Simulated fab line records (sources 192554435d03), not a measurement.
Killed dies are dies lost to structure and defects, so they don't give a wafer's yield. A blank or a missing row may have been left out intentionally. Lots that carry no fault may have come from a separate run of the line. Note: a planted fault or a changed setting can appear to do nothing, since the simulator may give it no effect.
Chamber matching :: flow n5-finfet :: ald-sin-04 running N5_GATE_CUT_SAC_CAP_01: 4 sister chambers
The step material SiNx, target thk 24 nm, pulse time 1 s, ald cycles 480. 24 wafers are shown with their chamber, then 12 later ones without.

WAFERS PAIRED WITH THEIR CHAMBERS
wafer: L074.1
chamber: 1
heater-power-w (W): 864
precursor-pulse-height-rel: 1.019

wafer: L074.4
chamber: 2
heater-power-w (W): 844
precursor-pulse-height-rel: 0.962

wafer: L074.6
chamber: 0
heater-power-w (W): 709
precursor-pulse-height-rel: 0.982

wafer: L075.1
chamber: 1
heater-power-w (W): 903
precursor-pulse-height-rel: 0.991

wafer: L075.4
chamber: 2
heater-power-w (W): 876
precursor-pulse-height-rel: 1.012

wafer: L075.5
chamber: 2
heater-power-w (W): 868
precursor-pulse-height-rel: 1.033

wafer: L080.2
chamber: 2
heater-power-w (W): 846
precursor-pulse-height-rel: 0.960

wafer: L080.3
chamber: 0
heater-power-w (W): 715
precursor-pulse-height-rel: 0.984

wafer: L080.6
chamber: 0
heater-power-w (W): 713
precursor-pulse-height-rel: 0.951

wafer: L082.1
chamber: 1
heater-power-w (W): 887
precursor-pulse-height-rel: 0.981

wafer: L082.5
chamber: 1
heater-power-w (W): 898
precursor-pulse-height-rel: 1.011

wafer: L082.6
chamber: 3
heater-power-w (W): 903
precursor-pulse-height-rel: 0.988

wafer: L084.2
chamber: 1
heater-power-w (W): 886
precursor-pulse-height-rel: 0.987

wafer: L084.3
chamber: 0
heater-power-w (W): 717
precursor-pulse-height-rel: 1.003

wafer: L084.5
chamber: 0
heater-power-w (W): 718
precursor-pulse-height-rel: 0.993

wafer: L087.4
chamber: 3
heater-power-w (W): 902
precursor-pulse-height-rel: 1.001

wafer: L087.5
chamber: 3
heater-power-w (W): 915
precursor-pulse-height-rel: 0.988

wafer: L087.6
chamber: 0
heater-power-w (W): 696
precursor-pulse-height-rel: 1.006

wafer: L089.3
chamber: 0
heater-power-w (W): 724
precursor-pulse-height-rel: 1.027

wafer: L089.4
chamber: 3
heater-power-w (W): 930
precursor-pulse-height-rel: 1.025

wafer: L089.6
chamber: 0
heater-power-w (W): 709
precursor-pulse-height-rel: 1.000

wafer: L090.1
chamber: 3
heater-power-w (W): 934
precursor-pulse-height-rel: 0.958

wafer: L090.5
chamber: 2
heater-power-w (W): 893
precursor-pulse-height-rel: 0.992

wafer: L090.6
chamber: 3
heater-power-w (W): 907
precursor-pulse-height-rel: 1.022

SIGNATURES (means of the wafers above)
reading: heater-power-w
chamber 0: 712.62
chamber 1: 887.60
chamber 2: 865.40
chamber 3: 915.17
scatter within a chamber: 14.3

reading: precursor-pulse-height-rel
chamber 0: 0.99325
chamber 1: 0.99780
chamber 2: 0.99180
chamber 3: 0.99700
scatter within a chamber: 0.0241
Rule: for a wafer and a chamber, the distance is found by dividing, reading by reading, the gap between the wafer's reading and the chamber's mean by the reading's scatter, squaring, summing and taking the root. The wafer belongs to the nearest chamber; if the next one is less than 2 further off, it can't be placed. How the scatter is found: for the shown wafers, subtract from each reading the mean of its chamber, square and add these, divide the total by (wafers less chambers), then take the root.

WAFERS WHOSE CHAMBER IS MISSING
wafer: L091.2
heater-power-w (W): 705
precursor-pulse-height-rel: 1.015

wafer: L091.3
heater-power-w (W): 913
precursor-pulse-height-rel: 1.027

wafer: L091.4
heater-power-w (W): 863
precursor-pulse-height-rel: 1.021

wafer: L092.2
heater-power-w (W): 881
precursor-pulse-height-rel: 0.987

wafer: L092.4
heater-power-w (W): 861
precursor-pulse-height-rel: 0.979

wafer: L092.5
heater-power-w (W): 846
precursor-pulse-height-rel: 0.965

wafer: L093.2
heater-power-w (W): 886
precursor-pulse-height-rel: 1.009

wafer: L093.3
heater-power-w (W): 712
precursor-pulse-height-rel: 0.991

wafer: L093.4
heater-power-w (W): 860
precursor-pulse-height-rel: 0.990

wafer: L097.1
heater-power-w (W): 866
precursor-pulse-height-rel: 0.995

wafer: L097.2
heater-power-w (W): 913
precursor-pulse-height-rel: 1.019

wafer: L097.5
heater-power-w (W): 724
precursor-pulse-height-rel: 0.992

WHICH CHAMBER EACH ONE RAN IN
wafer: L091.2
from the rows above: 0
in truth: 0

wafer: L091.3
from the rows above: can't be placed: 3 or 1
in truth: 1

wafer: L091.4
from the rows above: can't be placed: 2 or 1
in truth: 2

wafer: L092.2
from the rows above: can't be placed: 1 or 2 or 3
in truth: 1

wafer: L092.4
from the rows above: can't be placed: 2 or 1
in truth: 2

wafer: L092.5
from the rows above: can't be placed: 2 or 1
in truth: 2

wafer: L093.2
from the rows above: can't be placed: 1 or 2 or 3
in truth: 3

wafer: L093.3
from the rows above: 0
in truth: 0

wafer: L093.4
from the rows above: can't be placed: 2 or 1
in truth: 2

wafer: L097.1
from the rows above: can't be placed: 2 or 1
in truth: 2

wafer: L097.2
from the rows above: can't be placed: 3 or 1
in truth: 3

wafer: L097.5
from the rows above: 0
in truth: 0
Placed correctly: 3 of 12. Can't be placed from these rows: 9 (the true chamber is among the candidates in 9). Number placed wrongly: 0.
